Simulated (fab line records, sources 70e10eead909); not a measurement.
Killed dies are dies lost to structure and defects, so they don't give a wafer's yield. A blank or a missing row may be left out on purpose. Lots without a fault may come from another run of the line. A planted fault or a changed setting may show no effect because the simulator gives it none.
fab line records | flow nand_harc
record lots=24 wafers=72 last_day=33
route steps=1302 shown P_STI@92 P_GATE@175 P_CONTACT@249 P_M0@267
lots that met no fault: from a run of the same line without faults
start_h: hours from the record's first day to the start of the lot's first wafer shown | wait_h: hours since the lot's step before | " the same as in the row above | L1.1+2: a row that stands for several wafers | - no value, or no start given | * or withheld: withheld | < > ~ a bound
route shown NAME@n: a module of which the file shows steps, and the number in the route of the first | usual: mean/standard deviation of fault-free wafers | same: alike in all rows | chamber/n: place in a boat | sites: the reading at each site | _std_site: their standard deviation | _edge_site: outer sites' mean less inner sites' | radius_mm: how far each site lies from the wafer's centre | mask NAME#n: copy n | behind: the tool/chamber that last shaped the wafer | hold: why the lot was held/for how many hours/how that ended | device: the transistor (n, p or np) that didn't switch | end of line: the same wafers' tests at the end of the route | a step without rows: its recipe alone | killed: dies lost to structure and defects at the first sort, not the wafer's yield | map: a wafer's dies, x killed, . not, _ none there
set.NAME: the setting as run; set.NAME@STEP: as run at that earlier step | model.NAME: the simulator's own value behind a step, which no gauge read
steps of the route over a sample of lots; a table a step, a row a wafer
services: from which hour (start_h, from the record's first day; less than 0 if before it) a tool's chamber was out of use, for how many hours, and why
## steps
# step NHARC_P_STI_OCD_MEAS_17
# usual trench_depth_nm=301/5.6 trench_foot_cd_nm=157/3.9
# columns lot.wafer tool chamber start_h wait_h trench_depth_nm trench_foot_cd_nm
L074.1 ocd-01 - 45.45 0.1 301 156
L074.2 " - " " 298 153
L074.5 " - " " 308 151
L075.1 ocd-01 - 55.79 0.1 297 161
L075.2 " - " " 295 156
L075.5 " - " " 298 160
L076.1 ocd-02 - 65.70 0.1 299 156
L076.3 " - " " 307 157
L076.6 " - " " 304 155
L077.1 ocd-02 - 75.88 0.1 311 149
L077.2 " - " " 305 154
L077.5 " - " " 299 154
L078.4 ocd-02 - 85.60 0.1 298 158
L078.5 " - " " 301 158
L078.6 " - " " 307 160
L079.3 ocd-02 - 93.49 0.1 302 154
L079.4 " - " " 294 159
L079.6 " - " " 311 154
L080.2 ocd-01 - 105.59 0.1 309 154
L080.4 " - " " 304 152
L080.5 " - " " 310 154
L081.2 ocd-02 - 114.14 0.1 299 159
L081.4 " - " " 304 158
L081.5 " - " " 303 154
L082.2 ocd-01 - 125.22 0.1 291 162
L082.4 " - " " 302 158
L082.6 " - " " 305 157
L083.2 ocd-02 - 138.28 0.1 291 152
L083.3 " - " " 292 154
L083.5 " - " " 302 151
L084.1 ocd-02 - 147.04 0.1 290 153
L084.2 " - " " 295 156
L084.3 " - " " 290 154
L085.1 ocd-02 - 153.55 0.1 301 163
L085.3 " - " " 295 161
L085.6 " - " " 302 160
L086.2 ocd-01 - 163.60 0.1 301 159
L086.4 " - " " 307 160
L086.6 " - " " 298 158
L087.1 ocd-02 - 174.08 0.1 303 156
L087.2 " - " " 299 154
L087.6 " - " " 302 153
L088.3 ocd-01 - 183.47 0.1 299 156
L088.5 " - " " 299 154
L088.6 " - " " 296 159
L089.2 ocd-02 - 193.15 0.1 298 157
L089.4 " - " " 297 158
L089.5 " - " " 311 154
L090.1 ocd-01 - 205.00 0.1 300 158
L090.2 " - " " 290 154
L090.3 " - " " 302 152
L091.2 ocd-01 - 213.03 0.1 295 163
L091.3 " - " " 299 164
L091.6 " - " " 295 165
L092.1 ocd-01 - 224.64 0.1 304 158
L092.3 " - " " 308 154
L092.5 " - " " 303 155
L093.3 ocd-01 - 235.00 0.1 302 161
L093.5 " - " " 304 157
L093.6 " - " " 298 162
L094.1 ocd-01 - 244.08 0.1 294 164
L094.4 " - " " 293 164
L094.5 " - " " 293 165
L095.1 ocd-02 - 254.24 0.1 305 153
L095.4 " - " " 295 160
L095.5 " - " " 308 155
L096.4 ocd-01 - 266.33 0.1 295 154
L096.5 " - " " 297 156
L096.6 " - " " 305 160
L097.1 ocd-02 - 274.96 0.1 297 162
L097.3 " - " " 295 156
L097.4 " - " " 304 161
# step NHARC_P_GATE_STRIP_75
# recipe power_w=1500 temp_c=250 chemistry=O2
# usual drypump_motor_current_A=5.8/0.38 heater_power_w=332/44
# columns lot.wafer tool chamber start_h wait_h drypump_motor_current_A heater_power_w rf_hours_counter_h
L074.2 plasma_asher-02 0 114.14 0.3 5.7 293 5
L074.1 " 1 " " 6.2 380 5
L074.5 " 0 " " 5.7 282 -
L075.2 plasma_asher-02 1 117.35 0.2 6.2 383 6
L075.1 " 0 " " 5.7 301 6
L075.5 " 1 " " 6.2 372 -
L076.1 plasma_asher-02 0 127.55 0.2 5.7 296 8
L076.3 " 0 " " 5.7 290 -
L076.6 " 0 " " 5.7 292 -
L077.2 plasma_asher-02 1 140.46 0.3 6.2 374 10
L077.1 " 0 " " 5.7 285 10
L077.5 " 0 " " 5.7 283 -
L078.4 plasma_asher-01 0 152.55 0.2 5.3 342 -
L078.6 " 0 " " 5.3 348 -
L078.5 " 1 " " 5.2 302 -
L079.4 plasma_asher-02 1 157.17 0.2 6.2 384 -
L079.3 " 0 " " 5.7 292 -
L079.6 " 0 " " 5.7 299 -
L080.2 plasma_asher-02 0 174.21 0.2 5.7 299 18
L080.4 " 1 " " 6.2 388 -
L080.5 " 1 " " 6.2 381 -
L081.2 plasma_asher-01 0 184.88 0.2 5.3 358 2
L081.4 " 0 " " 5.3 359 -
L081.5 " 0 " " 5.2 353 -
L082.2 plasma_asher-02 1 189.71 0.2 6.2 379 21
L082.4 " 1 " " 6.2 392 -
L082.6 " 0 " " 5.7 292 -
L083.2 plasma_asher-02 0 208.35 0.2 5.7 303 24
L083.3 " 0 " " 5.7 294 -
L083.5 " 0 " " 5.7 287 -
L084.2 plasma_asher-02 0 212.21 0.3 5.7 294 25
L084.1 " 1 " " 6.2 389 25
L084.3 " 0 " " 5.7 290 -
L085.1 plasma_asher-01 0 216.14 0.2 5.3 360 8
L085.3 " 1 " " 5.2 289 -
L085.6 " 0 " " 5.3 352 -
L086.2 plasma_asher-01 0 227.60 0.2 5.3 358 11
L086.4 " 1 " " 5.2 292 -
L086.6 " 1 " " 5.2 292 -
L087.1 plasma_asher-01 1 238.73 0.3 5.2 293 13
L087.2 " 0 " " 5.3 362 13
L087.6 " 0 " " 5.4 350 -
L089.2 plasma_asher-01 1 257.69 0.2 5.2 290 17
L089.4 " 0 " " 5.3 359 -
L089.5 " 1 " " 5.2 289 -
L088.3 plasma_asher-02 1 260.32 0.1 6.2 390 -
L088.5 " 0 " " 5.8 280 -
L088.6 " 1 " " 6.2 384 -
L090.2 plasma_asher-02 1 277.55 0.3 6.2 379 5
L090.1 " 0 " " 5.7 290 5
L090.3 " 0 " " 5.7 283 -
L091.2 plasma_asher-02 1 280.02 0.3 6.2 383 6
L091.3 " 0 " " 5.7 289 -
L091.6 " 0 " " 5.7 281 -
L092.1 plasma_asher-02 1 289.70 0.2 6.2 392 8
L092.3 " 1 " " 6.2 376 -
L092.5 " 1 " " 6.2 386 -
L093.3 plasma_asher-02 1 299.62 0.1 6.2 373 -
L093.5 " 0 " " 5.7 289 -
L093.6 " 1 " " 6.2 384 -
L094.1 plasma_asher-02 0 315.05 0.3 5.7 279 12
L094.4 " 1 " " 6.2 384 -
L094.5 " 1 " " 6.2 383 -
L095.1 plasma_asher-02 1 318.96 0.2 6.2 380 14
L095.4 " 0 " " 5.7 286 -
L095.5 " 0 " " 5.7 284 -
L096.4 plasma_asher-02 0 332.15 0.2 5.7 286 -
L096.5 " 0 " " 5.8 282 -
L096.6 " 1 " " 6.2 380 -
L097.1 plasma_asher-01 1 341.29 0.3 5.2 286 35
L097.3 " 1 " " 5.2 288 -
L097.4 " 0 " " 5.3 362 -
# step NHARC_P_GATE_RTA_64
# recipe temp_c=1050 time_s=1
# usual lamp_power_pct=33.72/0.083 lamp_zone_1_pct=33.71/0.081 lamp_zone_4_pct=33.72/0.085 wafer_temp_C_max=1056.8/2.2
# columns lot.wafer tool chamber start_h wait_h lamp_power_pct lamp_zone_1_pct lamp_zone_4_pct wafer_temp_C_max
L074.1 rtp_anneal-02 0 118.47 - 33.56 33.63 33.67 1054.4
L074.2 " 0 " " 33.61 33.62 33.63 1054.3
L074.5 " 0 " " 33.62 33.67 33.60 1054.9
L075.1 rtp_anneal-02 0 121.80 - 33.67 33.59 33.66 1054.0
L075.2 " 0 " " 33.69 33.64 33.67 1054.1
L075.5 " 0 " " 33.68 33.69 33.66 1054.3
L076.1 rtp_anneal-01 0 131.86 - 33.76 33.80 33.79 1058.4
L076.3 " 0 " " 33.80 33.78 33.76 1057.1
L076.6 " 0 " " 33.74 33.84 33.82 1059.0
L077.1 rtp_anneal-01 0 144.95 - 33.81 33.83 33.73 1057.4
L077.2 " 0 " " 33.80 33.76 33.77 1058.3
L077.5 " 0 " " 33.82 33.75 33.85 1058.5
L078.4 rtp_anneal-01 0 157.11 - 33.76 33.72 33.80 1060.9
L078.5 " 0 " " 33.77 33.78 33.81 1056.1
L078.6 " 0 " " 33.81 33.82 33.77 1059.2
L079.3 rtp_anneal-01 0 161.78 - 33.75 33.76 33.75 1058.8
L079.4 " 0 " " 33.75 33.69 33.69 1057.9
L079.6 " 0 " " 33.78 33.75 33.81 1057.7
L080.2 rtp_anneal-01 0 178.77 - 33.78 33.77 33.78 1058.4
L080.4 " 0 " " 33.80 33.76 33.79 1057.6
L080.5 " 0 " " 33.77 33.78 33.84 1059.9
L081.2 rtp_anneal-02 0 189.20 - 33.60 33.61 33.61 1053.6
L081.4 " 0 " " 33.67 33.68 33.63 1054.6
L081.5 " 0 " " 33.68 33.62 33.60 1054.2
L082.2 rtp_anneal-02 0 194.17 - 33.62 33.69 33.68 1055.8
L082.4 " 0 " " 33.70 33.61 33.67 1056.1
L082.6 " 0 " " 33.60 33.66 33.57 1055.0
L083.2 rtp_anneal-02 0 212.93 - 33.75 33.63 33.63 1055.1
L083.3 " 0 " " 33.60 33.64 33.57 1055.8
L083.5 " 0 " " 33.67 33.66 33.63 1054.8
L084.1 rtp_anneal-01 0 216.52 - 33.76 33.74 33.82 1058.7
L084.2 " 0 " " 33.80 33.80 33.72 1059.7
L084.3 " 0 " " 33.82 33.84 33.76 1060.7
L085.1 rtp_anneal-02 0 220.45 - 33.57 33.59 33.57 1053.8
L085.3 " 0 " " 33.57 33.57 33.59 1055.1
L085.6 " 0 " " 33.66 33.59 33.64 1053.9
L086.2 rtp_anneal-01 0 232.05 - 33.80 33.79 33.83 1056.6
L086.4 " 0 " " 33.76 33.78 33.84 1057.5
L086.6 " 0 " " 33.82 33.79 33.78 1057.2
L087.1 rtp_anneal-01 0 243.27 - 33.72 33.73 33.75 1058.2
L087.2 " 0 " " 33.73 33.72 33.74 1058.5
L087.6 " 0 " " 33.74 33.77 33.82 1059.6
L089.2 rtp_anneal-02 0 262.11 - 33.59 33.56 33.57 1055.6
L089.4 " 0 " " 33.66 33.60 33.61 1053.9
L089.5 " 0 " " 33.56 33.62 33.65 1056.2
L088.3 rtp_anneal-01 0 264.66 - 33.76 33.75 33.78 1056.5
L088.5 " 0 " " 33.79 33.80 33.82 1058.9
L088.6 " 0 " " 33.78 33.78 33.81 1058.3
L090.1 rtp_anneal-02 0 282.07 - 33.68 33.68 33.62 1053.3
L090.2 " 0 " " 33.63 33.65 33.60 1054.9
L090.3 " 0 " " 33.63 33.65 33.69 1055.4
L091.2 rtp_anneal-01 0 284.41 - 33.86 33.80 33.76 1058.8
L091.3 " 0 " " 33.76 33.77 33.79 1058.7
L091.6 " 0 " " 33.79 33.77 33.84 1058.5
L092.1 rtp_anneal-01 0 294.11 - 33.81 33.78 33.81 1058.1
L092.3 " 0 " " 33.83 33.80 33.78 1061.4
L092.5 " 0 " " 33.74 33.76 33.84 1057.2
L093.3 rtp_anneal-02 0 303.96 - 33.66 33.63 33.72 1055.3
L093.5 " 0 " " 33.65 33.62 33.65 1054.6
L093.6 " 0 " " 33.70 33.62 33.65 1055.4
L094.1 rtp_anneal-01 0 319.52 - 33.75 33.82 33.74 1058.7
L094.4 " 0 " " 33.88 33.72 33.80 1057.9
L094.5 " 0 " " 33.82 33.84 33.81 1056.5
L095.1 rtp_anneal-02 0 323.26 - 33.68 33.66 33.74 1053.2
L095.4 " 0 " " 33.64 33.58 33.61 1054.5
L095.5 " 0 " " 33.66 33.64 33.62 1056.0
L096.4 rtp_anneal-02 0 336.53 - 33.59 33.65 33.64 1056.6
L096.5 " 0 " " 33.66 33.60 33.57 1056.4
L096.6 " 0 " " 33.59 33.65 33.65 1055.2
L097.1 rtp_anneal-01 0 346.03 - 33.80 33.82 33.84 1056.5
L097.3 " 0 " " 33.80 33.86 33.81 1060.0
L097.4 " 0 " " 33.81 33.72 33.85 1059.7
# step NHARC_P_GATE_RTA_82
# recipe temp_c=450 time_s=30
# usual lamp_power_pct=3.949/0.0087 lamp_zone_1_pct=3.948/0.0089 lamp_zone_4_pct=3.949/0.008 wafer_temp_C_max=453.0/1
# columns lot.wafer tool chamber start_h wait_h lamp_power_pct lamp_zone_1_pct lamp_zone_4_pct wafer_temp_C_max
L074.1 rtp_anneal-01 0 119.52 - 3.949 3.955 3.952 453.6
L074.2 " 0 " " 3.956 3.957 3.955 455.4
L074.5 " 0 " " 3.954 3.960 3.952 454.0
L075.1 rtp_anneal-01 0 122.86 - 3.958 3.955 3.951 454.4
L075.2 " 0 " " 3.959 3.956 3.957 452.8
L075.5 " 0 " " 3.955 3.968 3.959 454.3
L076.1 rtp_anneal-02 0 132.93 - 3.938 3.936 3.939 452.2
L076.3 " 0 " " 3.942 3.935 3.940 452.7
L076.6 " 0 " " 3.938 3.941 3.941 452.2
L077.1 rtp_anneal-01 0 146.02 - 3.959 3.952 3.959 453.5
L077.2 " 0 " " 3.955 3.950 3.955 453.2
L077.5 " 0 " " 3.954 3.960 3.959 453.1
L078.4 rtp_anneal-02 0 158.19 - 3.937 3.939 3.935 452.1
L078.5 " 0 " " 3.935 3.938 3.938 451.5
L078.6 " 0 " " 3.934 3.945 3.939 451.8
L079.3 rtp_anneal-01 0 162.83 - 3.955 3.953 3.957 454.6
L079.4 " 0 " " 3.953 3.953 3.956 453.1
L079.6 " 0 " " 3.957 3.952 3.958 452.6
L080.2 rtp_anneal-02 0 179.91 - 3.942 3.940 3.940 451.9
L080.4 " 0 " " 3.936 3.939 3.944 452.0
L080.5 " 0 " " 3.940 3.935 3.939 452.7
L081.2 rtp_anneal-02 0 190.28 - 3.941 3.939 3.938 452.3
L081.4 " 0 " " 3.942 3.942 3.934 451.8
L081.5 " 0 " " 3.936 3.942 3.937 452.5
L082.2 rtp_anneal-01 0 195.24 - 3.959 3.946 3.956 453.3
L082.4 " 0 " " 3.955 3.953 3.949 455.2
L082.6 " 0 " " 3.956 3.954 3.957 455.2
L083.2 rtp_anneal-02 0 213.99 - 3.942 3.938 3.939 452.6
L083.3 " 0 " " 3.942 3.941 3.941 452.2
L083.5 " 0 " " 3.945 3.933 3.942 452.3
L084.1 rtp_anneal-01 0 217.80 - 3.956 3.961 3.955 453.4
L084.2 " 0 " " 3.959 3.951 3.959 453.0
L084.3 " 0 " " 3.950 3.947 3.956 453.3
L085.1 rtp_anneal-02 0 221.50 - 3.935 3.941 3.941 452.2
L085.3 " 0 " " 3.944 3.937 3.946 451.8
L085.6 " 0 " " 3.938 3.942 3.945 451.9
L086.2 rtp_anneal-01 0 233.12 - 3.955 3.951 3.956 453.2
L086.4 " 0 " " 3.950 3.955 3.951 454.0
L086.6 " 0 " " 3.952 3.958 3.956 453.6
L087.1 rtp_anneal-02 0 244.32 - 3.941 3.937 3.935 453.1
L087.2 " 0 " " 3.937 3.941 3.937 452.0
L087.6 " 0 " " 3.941 3.942 3.943 452.0
L089.2 rtp_anneal-02 0 263.26 - 3.935 3.943 3.940 452.1
L089.4 " 0 " " 3.941 3.943 3.943 451.7
L089.5 " 0 " " 3.945 3.945 3.947 451.8
L088.3 rtp_anneal-01 0 265.81 - 3.959 3.959 3.959 455.0
L088.5 " 0 " " 3.953 3.959 3.954 453.5
L088.6 " 0 " " 3.953 3.958 3.951 454.1
L090.1 rtp_anneal-02 0 283.13 - 3.943 3.936 3.935 451.9
L090.2 " 0 " " 3.946 3.936 3.939 453.0
L090.3 " 0 " " 3.939 3.941 3.935 452.8
L091.2 rtp_anneal-02 0 285.47 - 3.944 3.944 3.934 451.5
L091.3 " 0 " " 3.940 3.931 3.943 452.0
L091.6 " 0 " " 3.941 3.940 3.945 452.1
L092.1 rtp_anneal-01 0 295.17 - 3.957 3.954 3.955 452.6
L092.3 " 0 " " 3.960 3.953 3.953 453.5
L092.5 " 0 " " 3.954 3.956 3.951 454.6
L093.3 rtp_anneal-01 0 305.03 - 3.959 3.954 3.957 454.1
L093.5 " 0 " " 3.959 3.958 3.954 455.9
L093.6 " 0 " " 3.955 3.953 3.951 454.7
L094.1 rtp_anneal-02 0 320.58 - 3.939 3.942 3.941 451.7
L094.4 " 0 " " 3.940 3.941 3.946 451.7
L094.5 " 0 " " 3.945 3.940 3.945 451.8
L095.1 rtp_anneal-01 0 324.33 - 3.953 3.959 3.952 455.7
L095.4 " 0 " " 3.966 3.955 3.960 453.5
L095.5 " 0 " " 3.955 3.948 3.955 454.4
L096.4 rtp_anneal-01 0 337.58 - 3.959 3.959 3.959 454.2
L096.5 " 0 " " 3.956 3.956 3.947 455.0
L096.6 " 0 " " 3.947 3.962 3.953 454.0
L097.1 rtp_anneal-01 0 347.19 - 3.953 3.953 3.951 454.0
L097.3 " 0 " " 3.955 3.949 3.961 453.6
L097.4 " 0 " " 3.961 3.961 3.956 453.6
# step NHARC_P_CONTACT_CMP_24
# recipe t_overpolish_s=30 target_thk_nm=200
# usual motor_current_A=11.8/0.99 overpolish_run_s=29.998/0.0088 slurry_filter_dp_kPa=13.49/0.14 time_to_endpoint_s=40/3.9
# columns lot.wafer tool chamber start_h wait_h motor_current_A overpolish_run_s slurry_filter_dp_kPa time_to_endpoint_s
L074.2 cmp-01 0 124.56 0.6 13.8 30.009 13.48 35
L074.1 " 2 " " 11.1 29.996 13.54 36
L074.5 " 3 " " 11.3 29.986 13.30 36
L075.2 cmp-02 1 127.80 0.5 11.9 30.015 13.33 38
L075.1 " 0 " " 13.4 29.985 13.54 42
L075.5 " 2 " " 12.3 29.993 13.56 43
L076.1 cmp-04 1 138.20 1.1 9.8 29.988 13.51 31
L076.3 " 2 " " 11.1 29.988 13.64 39
L076.6 " 3 " " 11.6 29.998 13.60 37
L077.1 cmp-04 3 150.71 0.5 11.2 30.011 13.59 36
L077.2 " 1 " " 10.2 30.007 13.64 30
L077.5 " 2 " " 11.1 30.000 13.47 39
L078.4 cmp-04 1 162.84 0.4 9.5 30.003 13.74 35
L078.6 " 3 " " 11.5 29.985 13.32 39
L078.5 " 0 " " 11.8 29.997 13.46 42
L079.3 cmp-01 1 167.49 0.3 12.4 29.998 13.44 48
L079.4 " 3 " " 10.6 29.991 13.76 39
L079.6 " 1 " " 12.4 30.010 13.42 45
L080.2 cmp-01 3 184.61 0.5 10.9 29.997 13.49 41
L080.4 " 0 " " 13.4 30.008 13.46 43
L080.5 " 1 " " 12.5 30.013 13.50 46
L081.2 cmp-04 2 195.01 0.5 11.4 29.997 13.53 41
L081.4 " 3 " " 11.1 30.009 13.38 40
L081.5 " 3 " " 11.5 30.003 13.25 38
L082.4 cmp-01 3 199.90 0.3 11.7 29.996 13.33 39
L082.2 " 2 " " 11.7 29.983 13.48 39
L082.6 " 3 " " 11.1 29.998 13.58 35
L083.3 cmp-01 3 218.69 0.4 11.7 29.983 13.25 36
L083.2 " 1 " " 12.5 29.992 13.54 44
L083.5 " 0 " " 13.2 29.982 13.41 36
L084.2 cmp-01 1 222.91 0.6 12.6 30.007 13.74 47
L084.1 " 3 " " 11.5 29.998 13.37 38
L084.3 " 0 " " 13.0 29.994 13.33 38
L085.1 cmp-02 3 226.61 0.5 10.8 30.010 13.39 39
L085.3 " 1 " " 11.7 30.002 13.50 41
L085.6 " 2 " " 12.6 30.002 13.44 47
L086.4 cmp-04 3 237.87 0.4 11.4 30.013 13.62 39
L086.2 " 0 " " 11.4 30.000 13.61 44
L086.6 " 1 " " 10.4 30.002 13.58 34
L087.1 cmp-04 1 249.32 0.5 10.5 30.009 13.43 32
L087.2 " 3 " " 11.8 30.004 13.33 36
L087.6 " 2 " " 11.4 30.005 13.37 43
L089.2 cmp-01 0 267.93 0.5 13.4 29.991 13.45 38
L089.4 " 1 " " 12.3 29.986 13.57 45
L089.5 " 3 " " 11.2 30.006 13.75 39
L088.3 cmp-01 2 270.41 0.3 10.8 30.010 13.46 39
L088.5 " 2 " " 10.8 29.998 13.61 39
L088.6 " 3 " " 11.0 29.987 13.32 40
L090.1 cmp-01 0 287.85 0.6 12.8 30.007 13.33 40
L090.2 " 2 " " 10.8 29.994 13.55 40
L090.3 " 3 " " 11.0 29.988 13.53 40
L091.3 cmp-01 2 290.11 0.4 11.0 29.994 13.66 37
L091.2 " 3 " " 11.0 30.001 13.50 40
L091.6 " 3 " " 11.4 30.009 13.56 39
L092.3 cmp-01 1 300.20 0.4 12.1 30.001 13.30 45
L092.1 " 3 " " 11.0 29.984 13.46 36
L092.5 " 2 " " 11.4 30.000 13.32 38
L093.3 cmp-01 2 309.63 0.5 10.5 29.993 13.48 39
L093.6 " 3 " " 11.4 29.986 13.66 41
L093.5 " 0 " " 13.5 29.984 13.70 39
L094.4 cmp-01 1 325.27 0.3 12.3 29.991 13.49 45
L094.1 " 3 " " 11.1 30.002 13.48 39
L094.5 " 1 " " 11.9 30.001 13.45 44
L095.1 cmp-01 3 329.04 0.6 11.2 29.984 13.61 38
L095.4 " 1 " " 12.3 30.003 13.60 46
L095.5 " 2 " " 11.4 30.009 13.51 40
L096.4 cmp-04 0 342.34 0.4 11.9 30.012 13.86 42
L096.5 " 3 " " 11.8 30.005 13.46 35
L096.6 " 0 " " 11.6 29.993 13.64 41
L097.3 cmp-01 2 351.92 0.3 11.1 30.009 13.64 37
L097.1 " 3 " " 11.3 30.005 13.67 35
L097.4 " 0 " " 13.2 29.997 13.24 37
# step NHARC_P_M0_ETCH_34
# recipe target_depth_a=400 overetch_a=120 time_s=43.94 ion_energy_ev=200 n2_flow_sccm=150 h2_flow_sccm=150 ar_flow_sccm=0 rf_w=400 bias_w=150 chemistry=N2/H2
# usual chamber_pressure_mTorr=30.002/0.027 drypump_motor_current_A=5.7/0.55 oes_product_au=0.999/0.011 rf_vpp_V=430.8/2.2 showerhead_plenum_p_Torr=2.05/0.072 throttle_valve_pct=14.172/0.0089
# columns lot.wafer tool chamber start_h wait_h chamber_pressure_mTorr drypump_motor_current_A oes_product_au rf_hours_counter_h rf_vpp_V showerhead_plenum_p_Torr throttle_valve_pct
L074.1 rie_diel-06 1 126.14 0.1 30.030 6.3 0.991 28 434.3 2.16 14.158
L074.2 " 3 " " 29.973 6.5 1.000 29 432.5 2.10 14.172
L074.5 " 1 " " 30.013 6.2 0.992 - 434.4 2.16 14.177
L075.2 rie_diel-06 2 129.39 0.1 29.995 5.6 0.998 30 427.6 1.94 14.179
L075.1 " 3 " " 29.975 6.4 0.990 29 431.9 2.10 14.185
L075.5 " 0 " " 30.047 5.0 1.014 - 429.2 2.04 14.179
L076.1 rie_diel-06 0 139.73 0.1 30.011 5.0 0.995 0 430.7 2.04 14.167
L076.3 " 3 " " 29.968 6.5 1.008 0 432.0 2.10 14.170
L076.6 " 1 " " 30.043 6.2 1.011 - 434.8 2.17 14.175
L077.1 rie_diel-01 2 152.32 0.2 30.000 5.3 0.995 33 431.8 2.07 14.179
L077.2 " 0 " " 30.020 6.3 1.004 41 430.3 1.99 14.196
L077.5 " 2 " " 29.972 5.3 1.004 - 430.8 2.07 14.183
L078.4 rie_diel-13 2 164.25 0.1 30.051 5.9 1.001 48 429.2 2.01 14.164
L078.5 " 0 " " 30.005 5.4 1.007 - 431.9 2.08 14.175
L078.6 " 1 " " 30.013 5.7 0.998 - 428.2 2.00 14.182
L079.3 rie_diel-01 2 169.12 0.1 30.018 5.2 1.017 40 431.4 2.06 14.185
L079.4 " 3 " " 30.014 5.6 1.006 46 429.6 2.03 14.183
L079.6 " 2 " " 29.992 5.3 1.013 - 433.1 2.06 14.188
L080.4 rie_diel-06 2 186.36 0.1 29.997 5.6 0.984 5 428.0 1.93 14.166
L080.2 " 3 " " 30.014 6.5 1.008 6 432.3 2.10 14.170
L080.5 " 0 " " 30.021 5.0 0.998 - 431.1 2.04 14.168
L081.4 rie_diel-06 2 196.60 0.1 30.032 5.6 0.975 6 428.2 1.93 14.174
L081.2 " 0 " " 29.997 5.0 0.991 7 430.5 2.04 14.182
L081.5 " 2 " " 29.993 5.6 0.985 - 427.9 1.93 14.171
L082.2 rie_diel-13 2 201.37 0.1 29.997 5.9 0.984 6 429.3 2.01 14.157
L082.4 " 2 " " 29.999 5.9 0.982 - 428.4 2.01 14.191
L082.6 " 1 " " 30.002 5.7 0.999 - 429.5 2.00 14.164
L083.3 rie_diel-13 0 220.27 0.1 29.964 5.3 0.996 12 433.0 2.08 14.163
L083.2 " 2 " " 29.993 5.9 0.990 15 430.5 2.01 14.176
L083.5 " 0 " " 30.006 5.3 1.004 - 431.8 2.08 14.175
L084.3 rie_diel-06 3 224.51 0.1 29.955 6.5 1.011 13 431.3 2.10 14.160
L084.1 " 1 " " 30.004 6.2 1.012 14 433.4 2.16 14.164
L084.2 " 2 " " 29.974 5.6 1.001 12 426.5 1.93 14.167
L085.3 rie_diel-06 1 228.07 0.1 29.985 6.3 0.995 15 435.3 2.16 14.175
L085.1 " 2 " " 29.989 5.6 0.988 12 428.0 1.93 14.171
L085.6 " 0 " " 29.984 5.0 0.996 - 432.1 2.04 14.179
L086.2 rie_diel-06 0 239.41 0.1 30.017 5.0 1.005 16 429.6 2.04 14.172
L086.4 " 2 " " 30.013 5.6 0.989 14 426.7 1.93 14.171
L086.6 " 1 " " 30.019 6.3 1.009 - 433.4 2.16 14.191
L087.2 rie_diel-06 2 250.89 0.1 29.988 5.6 0.989 16 428.7 1.93 14.170
L087.1 " 3 " " 30.028 6.5 1.002 17 432.3 2.10 14.171
L087.6 " 2 " " 29.992 5.6 0.987 - 428.3 1.93 14.169
L089.2 rie_diel-06 2 269.47 0.1 30.009 5.6 0.986 20 428.3 1.93 14.171
L089.4 " 1 " " 30.019 6.2 1.007 22 434.4 2.16 14.173
L089.5 " 3 " " 30.026 6.5 1.015 - 430.9 2.09 14.175
L088.3 rie_diel-01 1 271.99 0.1 29.992 4.8 0.995 22 430.7 2.03 14.175
L088.5 " 3 " " 30.015 5.6 0.996 - 430.4 2.02 14.155
L088.6 " 0 " " 29.984 6.3 1.009 - 428.6 1.98 14.175
L090.2 rie_diel-06 1 289.43 0.1 29.980 6.2 1.005 23 432.8 2.16 14.170
L090.3 " 2 " " 29.993 5.6 0.970 24 428.0 1.93 14.178
L090.1 " 0 " " 30.019 5.0 0.986 27 429.1 2.03 14.165
L091.2 rie_diel-01 3 291.70 0.1 29.996 5.6 1.010 24 430.1 2.02 14.170
L091.3 " 0 " " 30.000 6.3 1.012 28 430.0 1.98 14.170
L091.6 " 2 " " 29.939 5.3 0.997 - 430.1 2.05 14.177
L092.1 rie_diel-06 3 301.64 0.1 29.981 6.5 1.012 28 431.4 2.09 14.165
L092.3 " 1 " " 30.011 6.2 1.010 25 432.3 2.16 14.175
L092.5 " 3 " " 30.000 6.5 1.009 - 431.8 2.09 14.159
L093.3 rie_diel-01 3 311.23 0.1 29.998 5.7 1.012 30 429.4 2.01 14.177
L093.5 " 3 " " 29.998 5.7 1.005 - 429.2 2.01 14.173
L093.6 " 0 " " 29.989 6.3 1.001 - 429.1 1.97 14.155
L094.4 rie_diel-13 3 326.73 0.1 30.024 6.2 0.969 43 429.8 2.02 14.180
L094.1 " 1 " " 29.961 5.7 1.014 44 429.7 1.99 14.166
L094.5 " 3 " " 30.043 6.2 0.983 - 429.2 2.02 14.165
L095.4 rie_diel-06 3 330.48 0.1 30.032 6.5 1.010 3 433.7 2.09 14.165
L095.1 " 0 " " 29.945 5.0 0.993 3 431.2 2.03 14.174
L095.5 " 1 " " 30.014 6.3 1.011 - 434.2 2.15 14.186
L096.4 rie_diel-06 1 343.88 0.1 29.996 6.2 1.000 4 432.7 2.15 14.169
L096.5 " 1 " " 29.980 6.2 0.999 - 433.3 2.15 14.168
L096.6 " 2 " " 29.988 5.6 0.982 - 427.7 1.93 14.166
L097.1 rie_diel-06 1 353.35 0.1 30.045 6.2 1.016 7 433.1 2.15 14.169
L097.3 " 2 " " 30.024 5.6 0.988 7 427.5 1.93 14.185
L097.4 " 0 " " 29.959 5.0 0.993 7 430.7 2.03 14.181
## services
# columns tool chamber start_h hours kind
plasma_asher-02 - 102.88 1.5 repair
cmp-04 - 103.06 1.1 repair
cmp-04 - 111.03 4.0 pm
cmp-01 - 128.78 0.3 repair
rie_diel-06 - 130.24 9.0 pm
cmp-04 - 130.95 0.8 repair
cmp-04 - 139.37 4.2 repair
cmp-01 - 141.71 2.3 repair
plasma_asher-01 - 165.16 9.0 pm
rie_diel-06 0 172.62 2.4 repair
cmp-04 - 176.93 4.7 repair
cmp-01 - 185.50 4.0 pm
cmp-01 - 196.86 0.7 repair
cmp-04 - 209.08 4.0 pm
cmp-01 - 232.26 1.4 repair
plasma_asher-02 - 249.16 9.0 pm
cmp-01 - 261.86 2.7 repair
cmp-04 - 261.93 0.8 repair
cmp-01 - 268.74 0.2 repair
cmp-01 - 283.50 4.0 pm
plasma_asher-02 - 287.80 1.2 repair
cmp-04 - 307.08 4.0 pm
rie_diel-06 - 307.24 9.0 pm
plasma_asher-01 - 342.28 9.0 pm
## key
fault none
